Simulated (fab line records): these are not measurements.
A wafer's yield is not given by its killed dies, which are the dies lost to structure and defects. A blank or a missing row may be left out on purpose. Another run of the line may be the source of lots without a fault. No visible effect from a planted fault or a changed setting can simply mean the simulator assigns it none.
fab line records | flow nand-harc
record: lots: 12 wafers: 36 last-day: 23
route steps=1159 shown P_GATE@148 P_CONTACT@218 END@1159
lots that met no fault: from a run of the same line without faults
start-h: hours from the record's opening day to when the first of the lot's shown wafers began | wait-h: hours from the lot's prior step to this one | " as in the row above | L1.1+2: one row covering several wafers at once | - no value, or no start was given | * or withheld: withheld | < > ~ a bound
route shown NAME@n: a module of which the file shows steps, and the number in the route of the first | usual: mean/standard deviation taken from wafers without a fault | same: alike in all rows | chamber/n: place in a boat | sites: readings site by site | _std_site: their standard deviation | _edge_site: the outer-site mean with the inner-site mean subtracted | radius-mm: for every site, how far away it sits from the centre of the wafer | mask NAME#n: copy n | behind: tool/chamber where the wafer was last shaped | hold: why the lot went on hold/how many hours it stayed there/how the hold came to an end | device: which transistor (n, p or np) failed to switch | end of line: the tests these same wafers got at the end of their route | where a step has no rows: the recipe by itself | killed: at the first sort, the dies lost to defects and structure; wafer yield is something else | map: a wafer's dies, marking killed ones x, the rest . and places with no die _
set.NAME: the run value of the setting; set.NAME@STEP: its run value at that earlier step | model.NAME: the simulator's own value behind a step, which no gauge read
the route's steps for a sample of lots (tables are steps, rows are wafers)
services: from which hour (start-h, from the record's first day; less than 0 if before it) a tool's chamber was out of use, for how many hours, and why
== steps ==
step: NHARC_P_GATE_ETCH_114
recipe: target-depth-a: 300 overetch-a: 30 time-s: 16.5 ion-energy-ev: 100 cf4-flow-sccm: 80 o2-flow-sccm: 20 ar-flow-sccm: 0 rf-w: 300 bias-w: 100 chemistry: CF4/O2
usual: drypump-motor-current-A: 5.57/0.28 oes_o_777_au: 1.001/0.0044 oes-product-au: 1.000/0.0067 rf-vpp-V: 198.2/1.3 showerhead-plenum-p-Torr: 1.35/0.051 throttle-valve-pct: 13.398/0.0083
columns lot.wafer tool chamber start-h wait-h drypump-motor-current-A oes_o_777_au oes-product-au rf-hours-counter-h rf-vpp-V showerhead-plenum-p-Torr throttle-valve-pct
L823.4 rie-diel-04 3 86 - 5.73 0.997 1.000 54 198.0 1.39 13.387
L823.3 " 2 " " 5.05 1.005 1.013 51 198.6 1.36 13.401
L823.5 " 0 " " 5.39 0.993 1.010 - 197.2 1.31 13.388
L824.2 rie-diel-12 3 101 - 5.38 1.001 1.003 12 197.6 1.29 13.385
L824.1 " 1 " " 5.77 0.998 0.995 12 196.2 1.33 13.404
L824.5 " 0 " " 5.54 1.003 0.993 - 199.4 1.41 13.402
L828.4 rie-diel-02 0 123 - 5.63 1.007 1.009 46 198.4 1.42 13.391
L828.3 " 1 " " 5.82 1.003 0.991 52 197.7 1.33 13.377
L828.5 " 3 " " 4.94 1.005 0.996 - 197.1 1.34 13.402
L830.2 rie-diel-12 0 141 - 5.53 0.998 0.998 19 199.1 1.41 13.405
L830.3 " 1 " " 5.77 1.003 0.985 20 198.4 1.33 13.386
L830.4 " 2 " " 5.87 1.000 0.990 20 197.6 1.29 13.395
L831.1 rie-diel-04 0 141 - 5.37 1.000 1.001 6 196.5 1.31 13.400
L831.2 " 2 " " 5.06 1.008 1.012 4 199.3 1.36 13.391
L831.6 " 3 " " 5.74 0.996 1.003 - 200.0 1.39 13.397
L832.2 rie-diel-12 2 154 - 5.85 0.999 0.996 23 196.8 1.29 13.400
L832.4 " 0 " " 5.53 1.002 0.995 - 200.6 1.41 13.391
L832.5 " 1 " " 5.74 1.004 0.986 - 197.9 1.33 13.396
L835.4 rie-diel-04 2 169 - 5.07 0.995 1.013 18 198.0 1.35 13.397
L835.2 " 3 " " 5.75 1.001 1.000 19 198.6 1.38 13.407
L835.1 " 0 " " 5.39 0.998 0.993 18 196.6 1.30 13.411
L834.2 rie-diel-12 3 169 - 5.41 1.005 0.998 21 197.0 1.29 13.381
L834.5 " 1 " " 5.78 0.995 0.999 - 197.6 1.33 13.394
L834.6 " 2 " " 5.87 0.997 1.002 - 197.2 1.29 13.408
L833.4 rie-diel-12 3 170 - 5.41 1.001 1.000 21 197.3 1.29 13.398
L833.1 " 1 " " 5.82 1.008 1.000 28 197.5 1.33 13.402
L833.6 " 0 " " 5.51 1.000 1.005 - 198.8 1.41 13.401
L837.4 rie-diel-12 0 179 - 5.53 1.002 1.000 27 200.6 1.41 13.404
L837.3 " 1 " " 5.75 1.001 1.001 29 198.9 1.33 13.392
L837.6 " 3 " " 5.41 1.003 1.000 - 197.4 1.29 13.388
L838.4 rie-diel-12 3 189 - 5.40 1.006 1.005 26 196.6 1.29 13.412
L838.2 " 2 " " 5.84 1.006 1.003 32 196.3 1.29 13.410
L838.5 " 3 " " 5.42 1.001 1.002 - 197.1 1.29 13.399
L841.1 rie-diel-12 0 199 - 5.53 0.998 0.998 33 198.9 1.40 13.382
L841.2 " 2 " " 5.88 1.004 0.992 34 198.0 1.29 13.404
L841.6 " 2 " " 5.86 1.007 0.990 - 198.2 1.29 13.395
step: NHARC_P_GATE_STRIP_111
recipe: power-w: 1500 temp-c: 110 time-s: 250 chemistry: N2/H2
usual: drypump-motor-current-A: 6.18/0.2 heater-power-w: 89/5.8
columns lot.wafer tool chamber start-h wait-h drypump-motor-current-A heater-power-w rf-hours-counter-h
L823.3 plasma-asher-02 1 98.38 0.2 6.00 90 -
L823.4 " 0 " " 6.38 81 -
L823.5 " 0 " " 6.41 80 -
L824.1 plasma-asher-02 0 113.46 0.6 6.37 82 37
L824.2 " 1 " " 6.00 91 37
L824.5 " 0 " " 6.41 80 -
L828.4 plasma-asher-02 0 135.27 0.2 6.40 81 -
L828.3 " 1 " " 5.98 90 -
L828.5 " 1 " " 6.00 91 -
L830.2 plasma-asher-01 0 153.43 0.2 6.36 97 11
L830.3 " 1 " " 5.98 87 -
L830.4 " 0 " " 6.37 95 -
L831.1 plasma-asher-02 1 153.53 0.2 5.99 90 49
L831.2 " 0 " " 6.42 84 49
L831.6 " 1 " " 6.00 91 -
L832.2 plasma-asher-02 0 166.42 0.2 6.37 82 52
L832.4 " 0 " " 6.41 82 -
L832.5 " 0 " " 6.39 81 -
L835.1 plasma-asher-02 0 181.26 0.2 6.40 83 56
L835.2 " 1 " " 6.00 94 56
L835.4 " 0 " " 6.39 82 -
L833.1 plasma-asher-01 0 182.26 0.2 6.36 96 22
L833.4 " 0 " " 6.34 97 -
L833.6 " 1 " " 5.98 86 -
L834.2 plasma-asher-01 0 183.85 0.2 6.35 95 23
L834.6 " 0 " " 6.35 96 -
L834.5 " 1 " " 5.96 86 -
L837.3 plasma-asher-01 1 191.46 0.2 5.97 86 -
L837.4 " 0 " " 6.36 96 -
L837.6 " 0 " " 6.35 95 -
L838.2 plasma-asher-02 0 201.62 0.2 6.38 81 3
L838.4 " 1 " " 5.98 91 -
L838.5 " 0 " " 6.36 78 -
L841.2 plasma-asher-02 0 211.91 0.2 6.39 80 6
L841.1 " 1 " " 5.98 92 6
L841.6 " 0 " " 6.37 81 -
step: NHARC_P_GATE_STRIP_113
recipe: power-w: 1500 temp-c: 110 time-s: 740 chemistry: N2/H2
usual: drypump-motor-current-A: 6.18/0.2 heater-power-w: 89/6
columns lot.wafer tool chamber start-h wait-h drypump-motor-current-A heater-power-w rf-hours-counter-h
L823.3 plasma-asher-02 1 103.77 1.5 6.01 90 -
L823.4 " 0 " " 6.40 81 -
L823.5 " 0 " " 6.38 79 -
L824.1 plasma-asher-01 1 116.94 0.2 5.98 85 2
L824.2 " 0 " " 6.37 97 2
L824.5 " 0 " " 6.37 96 -
L828.3 plasma-asher-02 0 138.88 0.4 6.39 81 -
L828.4 " 1 " " 6.00 90 -
L828.5 " 1 " " 5.99 89 -
L830.2 plasma-asher-01 0 157.35 0.8 6.37 98 14
L830.3 " 1 " " 5.95 87 -
L830.4 " 0 " " 6.37 96 -
L831.2 plasma-asher-01 1 159.76 0.2 5.94 85 15
L831.1 " 0 " " 6.36 97 15
L831.6 " 0 " " 6.36 96 -
L832.2 plasma-asher-01 0 169.97 0.3 6.34 96 18
L832.4 " 1 " " 5.97 89 -
L832.5 " 0 " " 6.33 97 -
L835.2 plasma-asher-01 0 184.83 0.2 6.37 96 24
L835.1 " 1 " " 5.97 86 24
L835.4 " 0 " " 6.36 97 -
L833.1 plasma-asher-01 1 185.95 0.2 5.98 88 25
L833.4 " 0 " " 6.35 95 -
L833.6 " 1 " " 5.97 87 -
L834.2 plasma-asher-01 1 187.42 0.4 5.97 84 27
L834.5 " 0 " " 6.37 95 -
L834.6 " 1 " " 5.95 87 -
L837.4 plasma-asher-01 0 194.96 0.3 6.35 95 -
L837.3 " 1 " " 5.96 87 -
L837.6 " 0 " " 6.34 95 -
L838.2 plasma-asher-02 1 205.12 0.2 5.99 90 4
L838.4 " 1 " " 6.00 92 -
L838.5 " 1 " " 6.00 93 -
L841.2 plasma-asher-01 1 215.27 0.2 5.97 87 38
L841.1 " 0 " " 6.34 96 38
L841.6 " 0 " " 6.35 95 -
step: NHARC_P_GATE_INSPECT_68
usual: raw-defect-count: 211/73
columns lot.wafer tool chamber start-h wait-h raw-defect-count
L823.3 defect-inspect-02 - 106.15 0.1 250
L823.4 " - " " 215
L823.5 " - " " 217
L824.1 defect-inspect-02 - 119.53 0.2 219
L824.2 " - " " 222
L824.5 " - " " 247
L828.3 defect-inspect-01 - 141.20 0.1 256
L828.4 " - " " 169
L828.5 " - " " 255
L830.2 defect-inspect-02 - 159.78 0.1 250
L830.3 " - " " 413
L830.4 " - " " 164
L831.1 defect-inspect-01 - 162.38 0.2 178
L831.2 " - " " 198
L831.6 " - " " 220
L832.2 defect-inspect-01 - 172.39 0.1 233
L832.4 " - " " 237
L832.5 " - " " 151
L835.1 defect-inspect-02 - 187.36 0.2 231
L835.2 " - " " 165
L835.4 " - " " 167
L833.1 defect-inspect-02 - 188.55 0.2 302
L833.4 " - " " 392
L833.6 " - " " 130
L834.2 defect-inspect-02 - 189.85 0.1 247
L834.5 " - " " 214
L834.6 " - " " 144
L837.3 defect-inspect-02 - 197.31 0.1 706
L837.4 " - " " 671
L837.6 " - " " 666
L838.2 defect-inspect-02 - 207.66 0.1 662
L838.4 " - " " 699
L838.5 " - " " 735
L841.1 defect-inspect-02 - 217.89 0.2 728
L841.2 " - " " 665
L841.6 " - " " 702
step: NHARC_P_CONTACT_DEP_00
recipe: target-thk-a: 5000 temp-c: 400 pressure-torr: 6.5 rf-w: 900 teos-flow-sccm: 161.4 flow-sccm: 2650 target-thk-nm: 500 gas: O2 material: SiO2
usual: heater-power-outer-w: 315/75 heater-power-w: 577/99 throttle-valve-pct: 15.8/0.34
columns lot.wafer tool chamber start-h wait-h heater-power-outer-w heater-power-w since-wet-clean-h throttle-valve-pct
L823.3 pecvd-01 0 - - 254 506 38 15.3
L823.5 " 0 " " 284 552 - 15.0
L823.4 " 2 " " 189 442 - 15.5
L824.1 pecvd-04 2 - - 357 616 93 16.4
L824.2 " 0 " " 302 534 93 15.7
L824.5 " 2 " " 369 643 - 16.2
L828.3 pecvd-02 0 - - 362 592 156 15.9
L828.4 " 1 " " 242 441 - 15.8
L828.5 " 0 " " 380 626 - 15.7
L830.3 pecvd-04 1 - - 162 395 133 15.7
L830.2 " 0 " " 336 596 133 15.9
L830.4 " 2 " " 399 682 - 16.4
L831.2 pecvd-04 0 - - 337 583 136 15.6
L831.1 " 2 " " 347 610 136 16.3
L831.6 " 0 " " 349 595 - 15.7
L832.2 pecvd-01 1 - - 341 607 104 16.0
L832.5 " 1 " " 347 634 - 16.0
L832.4 " 2 " " 272 537 - 15.6
L835.2 pecvd-01 2 - - 290 572 119 15.8
L835.1 " 0 " " 232 476 119 15.6
L835.4 " 2 " " 194 433 - 16.0
L833.1 pecvd-02 0 - - 349 616 23 15.3
L833.4 " 1 " " 346 585 - 15.9
L833.6 " 2 " " 461 813 - 15.9
L834.2 pecvd-04 0 - - 292 535 163 15.6
L834.5 " 1 " " 205 442 - 15.5
L834.6 " 2 " " 417 695 - 16.1
L837.3 pecvd-02 2 - - 448 792 32 15.8
L837.4 " 2 " " 459 828 - 16.1
L837.6 " 0 " " 316 558 - 15.5
L838.2 pecvd-02 2 - - 449 790 42 15.9
L838.4 " 2 " " 473 811 - 15.8
L838.5 " 0 " " 273 493 - 15.6
L841.2 pecvd-01 1 218.65 0.3 355 622 150 16.4
L841.1 " 0 " " 329 621 150 15.2
L841.6 " 1 " " 274 528 - 16.3
step: NHARC_END_SORT_01
recipe: temp-c: 25
usual: killed-at-array: 29/11 killed-at-other: 0.6/0.89 killed-at-periphery: 3.8/2.8 killed-dies: 33/12 killed-open: 3.5/1.9 killed-short: 1.9/1.3
same: gross-dies: 677
columns lot.wafer tool chamber start-h wait-h killed-at-array killed-at-other killed-at-periphery killed-dies killed-open killed-short
L830.2 prober-01 0 483.12 2.8 30 0 4 34 4 3
L830.3 prober-01 0 483.92 3.1 27 1 2 30 5 1
L830.4 prober-01 0 484.71 3.4 35 0 2 37 3 2
L831.1 prober-02 0 489.12 2.5 28 0 3 31 4 4
L831.2 prober-02 0 489.91 2.8 26 0 4 30 7 1
L831.6 prober-02 0 493.06 3.9 31 0 4 35 3 1
L834.2 prober-02 0 500.81 2.8 25 2 0 27 1 2
L834.5 prober-02 0 503.19 3.7 39 0 2 41 5 5
L834.6 prober-02 0 503.98 4.0 23 2 1 26 1 2
L832.2 prober-01 0 507.19 2.8 21 4 4 29 7 3
L832.4 prober-01 0 508.77 3.4 21 2 7 30 3 1
L832.5 prober-01 0 509.56 3.7 19 1 5 25 3 0
L833.1 prober-02 0 512.69 2.5 23 0 3 26 5 0
L833.4 prober-02 0 515.08 3.4 29 1 2 32 7 1
L833.6 prober-02 0 516.68 4.0 39 0 5 44 4 3
L835.1 prober-01 0 514.12 2.5 38 1 4 43 5 3
L835.2 prober-01 0 514.90 2.8 48 1 4 53 4 2
L835.4 prober-01 0 516.47 3.3 35 2 7 44 3 2
L837.3 prober-02 0 527.68 3.1 45 0 94 139 2 2
L837.4 prober-02 0 528.48 3.4 29 0 88 117 0 1
L837.6 prober-02 0 530.09 4.0 47 0 41 88 2 4
L841.1 prober-01 0 547.19 2.5 37 1 88 126 6 1
L841.2 prober-01 0 547.98 2.8 26 0 88 114 3 3
L841.6 prober-01 0 551.15 4.0 45 2 92 139 3 0
L838.2 prober-02 0 547.99 2.8 27 1 89 117 5 2
L838.4 prober-02 0 549.57 3.4 28 0 49 77 6 2
L838.5 prober-02 0 550.37 3.7 25 0 46 71 2 2
killed by level:class
L830.2 A_CHANNEL_HOLE_D1:chamber-film-flake=15 A_SLIT:chamber-film-flake=9 P_M0:geometric-particle:open=3 A_STAIRCASE:chamber-film-flake=2 P_M0:geometric-particle:short=1 A_STAIRCASE:geometric-particle:short=1 A_WL_FILL:geometric-particle:short=1 A_M0:geometric-particle:open=1
L830.3 A_CHANNEL_HOLE_D1:chamber-film-flake=12 A_SLIT:chamber-film-flake=9 A_STAIRCASE:chamber-film-flake=2 P_CONTACT:geometric-particle:open=1 P_M0:geometric-particle:open=1 A_STAIRCASE:geometric-particle:open=1 A_CONTACT:geometric-particle:open=1 A_BLC:geometric-particle:open=1
L830.4 A_SLIT:chamber-film-flake=13 A_CHANNEL_HOLE_D1:chamber-film-flake=12 A_STAIRCASE:chamber-film-flake=4 P_ZERO_WELL:chamber-film-flake=2 A_ONON_D1:geometric-particle:short=1 A_ONON_D1:geometric-particle:open=1 A_SGD_CUT:geometric-particle:open=1 A_CONTACT:geometric-particle:open=1
L831.1 A_CHANNEL_HOLE_D1:chamber-film-flake=14 A_STAIRCASE:chamber-film-flake=3 A_CHANNEL_HOLE_D1:geometric-particle:short=2 A_WL_FILL:geometric-particle:short=2 P_ZERO_WELL:chamber-film-flake=2 A_M0:chamber-film-flake=2 P_CONTACT:geometric-particle:open=1 A_CHANNEL_FILL_D1:geometric-particle:open=1
L831.2 A_CHANNEL_HOLE_D1:chamber-film-flake=12 A_STAIRCASE:chamber-film-flake=5 A_ONON_D1:geometric-particle:open=2 A_CONTACT:chamber-film-flake=2 P_GATE:geometric-particle:open=1 P_CONTACT:geometric-particle:short=1 P_M0:geometric-particle:open=1 A_CHANNEL_HOLE_D1:geometric-particle:open=1
L831.6 A_CHANNEL_HOLE_D1:chamber-film-flake=18 A_STAIRCASE:chamber-film-flake=4 A_CONTACT:chamber-film-flake=3 P_ZERO_WELL:chamber-film-flake=2 A_WL_FILL:chamber-film-flake=2 P_GATE:geometric-particle:open=1 P_M0:geometric-particle:open=1 A_SGD_CUT:geometric-particle:short=1
L834.2 A_SLIT:chamber-film-flake=11 A_STAIRCASE:chamber-film-flake=5 A_CHANNEL_HOLE_D1:chamber-film-flake=3 A_WL_FILL:geometric-particle:short=2 A_SGD_CUT:chamber-film-flake=2 STARTING-WAFER:geometric-particle:open=1 A_ZERO_WELL:chamber-film-flake=1 A_CHANNEL_FILL_D1:chamber-film-flake=1
L834.5 A_SLIT:chamber-film-flake=19 A_STAIRCASE:chamber-film-flake=5 A_CHANNEL_HOLE_D1:chamber-film-flake=3 A_CHANNEL_FILL_D1:chamber-film-flake=3 A_CHANNEL_FILL_D1:geometric-particle:short=2 A_M0:geometric-particle:short=2 P_CONTACT:geometric-particle:open=1 P_BONDPAD:geometric-particle:open=1
L834.6 A_STAIRCASE:chamber-film-flake=8 A_SLIT:chamber-film-flake=7 A_SGD_CUT:chamber-film-flake=2 A_CONTACT:chamber-film-flake=2 THIN_TSV:chamber-film-flake=2 A_BLC:geometric-particle:short=1 A_M0:geometric-particle:short=1 A_M1:geometric-particle:open=1
L832.2 A_SGD_CUT:chamber-film-flake=5 A_CONTACT:chamber-film-flake=4 THIN_TSV:chamber-film-flake=4 A_WL_FILL:geometric-particle:open=2 A_CHANNEL_HOLE_D1:chamber-film-flake=2 A_STAIRCASE:chamber-film-flake=2 P_CONTACT:geometric-particle:open=1 P_CONTACT:geometric-particle:short=1
L832.4 P_M2:chamber-film-flake=5 A_CHANNEL_HOLE_D1:chamber-film-flake=5 A_STAIRCASE:chamber-film-flake=5 A_CONTACT:chamber-film-flake=5 A_SGD_CUT:chamber-film-flake=3 THIN_TSV:chamber-film-flake=2 P_GATE:geometric-particle:open=1 A_WL_FILL:geometric-particle:short=1
L832.5 A_CHANNEL_HOLE_D1:chamber-film-flake=6 A_STAIRCASE:chamber-film-flake=5 A_CONTACT:chamber-film-flake=3 A_CONTACT:geometric-particle:open=2 P_ZERO_WELL:chamber-film-flake=2 P_M2:chamber-film-flake=2 A_SGD_CUT:chamber-film-flake=2 P_STI:geometric-particle:open=1
L833.1 A_SLIT:chamber-film-flake=10 A_CHANNEL_HOLE_D1:chamber-film-flake=4 A_STAIRCASE:chamber-film-flake=3 P_CONTACT:geometric-particle:open=1 P_M0:geometric-particle:open=1 A_CHANNEL_FILL_D1:geometric-particle:open=1 A_WL_FILL:geometric-particle:open=1 A_M0:geometric-particle:open=1
L835.1 A_CHANNEL_HOLE_D1:chamber-film-flake=14 A_SLIT:chamber-film-flake=8 A_STAIRCASE:chamber-film-flake=6 A_ONON_D1:geometric-particle:open=3 A_CHANNEL_FILL_D1:geometric-particle:short=1 A_STAIRCASE:geometric-particle:open=1 A_SGD_CUT:geometric-particle:short=1 A_CONTACT:geometric-particle:short=1
L835.2 A_CHANNEL_HOLE_D1:chamber-film-flake=19 A_SLIT:chamber-film-flake=13 A_STAIRCASE:chamber-film-flake=8 A_CONTACT:chamber-film-flake=3 P_CONTACT:geometric-particle:short=1 P_M0:geometric-particle:open=1 A_ONON_D1:geometric-particle:open=1 A_CHANNEL_FILL_D1:geometric-particle:short=1
L833.4 A_SLIT:chamber-film-flake=9 A_CHANNEL_HOLE_D1:chamber-film-flake=5 A_STAIRCASE:chamber-film-flake=5 A_CONTACT:chamber-film-flake=4 P_GATE:geometric-particle:open=1 A_CHANNEL_FILL_D1:geometric-particle:short=1 A_CHANNEL_FILL_D1:geometric-particle:open=1 A_WL_FILL:geometric-particle:open=1
L835.4 A_CHANNEL_HOLE_D1:chamber-film-flake=16 A_SLIT:chamber-film-flake=9 A_STAIRCASE:chamber-film-flake=4 P_GATE:chamber-film-flake=3 THIN_TSV:chamber-film-flake=2 P_M0:geometric-particle:short=1 P_M0:geometric-particle:open=1 A_ONON_D1:geometric-particle:short=1
L833.6 A_SLIT:chamber-film-flake=13 A_STAIRCASE:chamber-film-flake=10 A_CHANNEL_HOLE_D1:chamber-film-flake=7 A_CHANNEL_FILL_D1:geometric-particle:open=2 A_CHANNEL_FILL_D1:chamber-film-flake=2 P_CONTACT:geometric-particle:short=1 A_CONTACT:geometric-particle:open=1 A_M0:geometric-particle:open=1
L837.3 P_GATE:unspecified=88 A_SLIT:chamber-film-flake=22 A_CHANNEL_HOLE_D1:chamber-film-flake=14 P_CONTACT:chamber-film-flake=3 A_CONTACT:chamber-film-flake=3 P_GATE:chamber-film-flake=2 A_WL_FILL:chamber-film-flake=2 P_GATE:geometric-particle:open=1
L837.4 P_GATE:unspecified=78 A_SLIT:chamber-film-flake=12 A_CHANNEL_HOLE_D1:chamber-film-flake=11 P_CONTACT:chamber-film-flake=7 P_GATE:chamber-film-flake=3 A_STAIRCASE:chamber-film-flake=2 A_WL_FILL:chamber-film-flake=2 A_ONON_D1:geometric-particle:short=1
L837.6 P_GATE:unspecified=35 A_SLIT:chamber-film-flake=20 A_CHANNEL_HOLE_D1:chamber-film-flake=18 P_CONTACT:chamber-film-flake=4 A_WL_FILL:geometric-particle:short=3 A_CONTACT:chamber-film-flake=3 P_GATE:chamber-film-flake=2 A_STAIRCASE:geometric-particle:short=1
L841.1 P_GATE:unspecified=82 A_CHANNEL_HOLE_D1:chamber-film-flake=15 A_SLIT:chamber-film-flake=15 P_GATE:chamber-film-flake=4 A_CONTACT:geometric-particle:open=3 P_M0:geometric-particle:open=1 A_ONON_D1:geometric-particle:open=1 A_CHANNEL_FILL_D1:geometric-particle:open=1
L841.2 P_GATE:unspecified=86 A_SLIT:chamber-film-flake=16 A_CHANNEL_HOLE_D1:chamber-film-flake=2 P_GATE:geometric-particle:open=1 A_CHANNEL_FILL_D1:geometric-particle:short=1 A_WL_FILL:geometric-particle:short=1 A_CONTACT:geometric-particle:open=1 A_BLC:geometric-particle:short=1
L838.2 P_GATE:unspecified=87 A_CHANNEL_HOLE_D1:chamber-film-flake=16 A_CONTACT:chamber-film-flake=5 A_ONON_D1:geometric-particle:short=1 A_CHANNEL_HOLE_D1:geometric-particle:open=1 A_SGD_CUT:geometric-particle:short=1 A_WL_FILL:geometric-particle:open=1 A_BLC:geometric-particle:open=1
L838.4 P_GATE:unspecified=43 A_CHANNEL_HOLE_D1:chamber-film-flake=17 A_CONTACT:chamber-film-flake=5 P_M1:chamber-film-flake=3 A_CONTACT:geometric-particle:open=2 P_GATE:geometric-particle:open=1 P_CONTACT:geometric-particle:open=1 A_SOURCE_PLATE:geometric-particle:open=1
L838.5 P_GATE:unspecified=39 A_CHANNEL_HOLE_D1:chamber-film-flake=17 A_STAIRCASE:chamber-film-flake=3 A_CONTACT:chamber-film-flake=3 P_M1:chamber-film-flake=2 P_STI:chamber-film-flake=2 P_CONTACT:geometric-particle:short=1 P_M0:geometric-particle:open=1
L841.6 P_GATE:unspecified=89 A_CHANNEL_HOLE_D1:chamber-film-flake=21 A_SLIT:chamber-film-flake=18 P_GATE:chamber-film-flake=3 A_BLC:chamber-film-flake=3 THIN_TSV:chamber-film-flake=2 A_ONON_D1:geometric-particle:open=1 A_CHANNEL_HOLE_D1:geometric-particle:open=1
== services ==
columns tool chamber start-h hours kind
pecvd-01 2 86.25 6.5 repair
plasma-asher-01 - 99.15 9.0 pm
plasma-asher-01 0 99.15 9.0 vent-cycle
plasma-asher-01 1 99.15 9.0 vent-cycle
plasma-asher-01 0 108.15 - clean
plasma-asher-01 1 108.15 - clean
rie-diel-04 - 112.09 9.0 pm
rie-diel-12 3 116.65 4.4 repair
rie-diel-04 1 121.94 9.3 repair
rie-diel-04 - 130.91 2.7 repair
rie-diel-12 3 146.58 16.9 repair
rie-diel-02 - 151.26 9.0 pm
pecvd-02 - 153.16 13.0 pm
pecvd-04 0 163.40 2.0 repair
pecvd-02 - 171.64 1.1 repair
plasma-asher-02 - 183.11 9.0 pm
plasma-asher-02 0 183.11 9.0 vent-cycle
plasma-asher-02 1 183.11 9.0 vent-cycle
pecvd-01 2 188.40 30.7 repair
plasma-asher-02 0 192.11 - clean
pecvd-04 - 195.11 13.0 pm
rie-diel-12 1 198.75 4.1 repair
rie-diel-12 - 202.40 9.0 pm
rie-diel-02 1 218.06 10.4 repair
== key ==
first-sign: step: NHARC_P_GATE_INSPECT_68 reading: raw-defect-count direction: up sigmas: 6.6 usual: 211 struck: 693
effect: step: NHARC_END_SORT_01 reading: killed-at-periphery direction: up sigmas: 26 usual: 3.8 struck: 75
more-kills-born-at: NHARC_P_GATE_ETCH_114@rie-diel-12: 627
met-at NHARC_P_GATE_ETCH_114
struck-lots L837,L838,L841
tester-left-out L837,L838,L841
not-acting-at NHARC_P_GATE_STRIP_111,NHARC_P_GATE_STRIP_113,NHARC_P_CONTACT_DEP_00
onset-between 170 179
also-fits time
fault: kind: chamber-particle-source tool: rie-diel-12 chamber: - onset-h: 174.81 steps: NHARC_P_GATE_ETCH_114 rate-per-visit-cm2: 0.77779 end-h: 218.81
tester-left-out: of these lots the tester's yield and bins aren't shown, on N5 and GAA mostly nor the transistor test; their killed dies are dies lost to structure and defects alone, not to doping, threshold or leakage, so they don't give the yield
